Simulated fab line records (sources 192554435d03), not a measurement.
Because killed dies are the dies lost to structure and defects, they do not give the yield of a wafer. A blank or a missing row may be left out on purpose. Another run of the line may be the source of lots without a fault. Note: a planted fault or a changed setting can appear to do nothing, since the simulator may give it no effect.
Matching of chambers | flow n5 finfet | pecvd-01 running N5_SDB_HM_DEP_00: 3 sister chambers
The step deposits SiNx from SiH4/NH3/N2, target thk 40 nm, time 35.3 s. 16 wafers are shown with their chamber, then 8 later ones without.

## WAFERS PAIRED WITH THEIR CHAMBERS
wafer  | chamber | throttle valve pct (%) | showerhead plenum p Torr (Torr) | heater power w (W)
L079.3 | 0       | 43.5                   | 5.19                            | 949
L079.4 | 1       | 38.5                   | 5.09                            | 784
L079.6 | 0       | 43.4                   | 5.18                            | 912
L082.2 | 0       | 43.5                   | 5.18                            | 786
L082.4 | 0       | 43.6                   | 5.18                            | 775
L082.6 | 2       | 37.9                   | 5.18                            | 850
L085.1 | 0       | 43.6                   | 5.19                            | 885
L085.3 | 2       | 38.3                   | 5.19                            | 993
L085.5 | 0       | 43.6                   | 5.18                            | 913
L088.1 | 2       | 38.3                   | 5.20                            | 800
L088.4 | 2       | 38.1                   | 5.19                            | 819
L088.6 | 2       | 38.1                   | 5.20                            | 822
L092.1 | 1       | 38.1                   | 5.10                            | 845
L092.2 | 0       | 43.6                   | 5.17                            | 813
L092.4 | 1       | 38.3                   | 5.11                            | 851
L094.1 | 0       | 43.5                   | 5.19                            | 762

SIGNATURES (means of the wafers above)
reading                  | chamber 0 | chamber 1 | chamber 2 | scatter within a chamber
throttle valve pct       | 43.538    | 38.300    | 38.140    | 0.133
showerhead plenum p Torr | 5.1825    | 5.1000    | 5.1920    | 0.00799
heater power w           | 849.38    | 826.67    | 856.80    | 70.6
Rule: for each reading, subtract the chamber's mean from the wafer's reading, divide by that reading's scatter and square the result; add these up over the readings and take the root, which gives the wafer's distance from the chamber. The wafer belongs to the nearest chamber; if the next one is less than 2 further off, it can't be placed. The scatter: take each reading less its chamber's mean, square it, sum over the shown wafers, divide by the number of wafers less the number of chambers, and take the root.

## WAFERS MISSING THEIR CHAMBER
wafer  | throttle valve pct (%) | showerhead plenum p Torr (Torr) | heater power w (W)
L094.5 | 38.3                   | 5.20                            | 835
L094.6 | 38.7                   | 5.08                            | 843
L095.3 | 43.5                   | 5.18                            | 833
L095.4 | 44.0                   | 5.18                            | 844
L095.6 | 38.1                   | 5.11                            | 855
L096.1 | 38.4                   | 5.19                            | 853
L096.4 | 38.4                   | 5.08                            | 804
L096.5 | 38.5                   | 5.19                            | 863

## WHICH CHAMBER EACH ONE RAN IN
wafer  | from the rows above | in truth
L094.5 | 2                   | 2
L094.6 | 1                   | 1
L095.3 | 0                   | 0
L095.4 | 0                   | 0
L095.6 | 1                   | 1
L096.1 | 2                   | 2
L096.4 | 1                   | 1
L096.5 | 2                   | 2
Correctly placed: 8 of 8. From these rows, 0 cannot be placed. Number placed wrongly: 0.
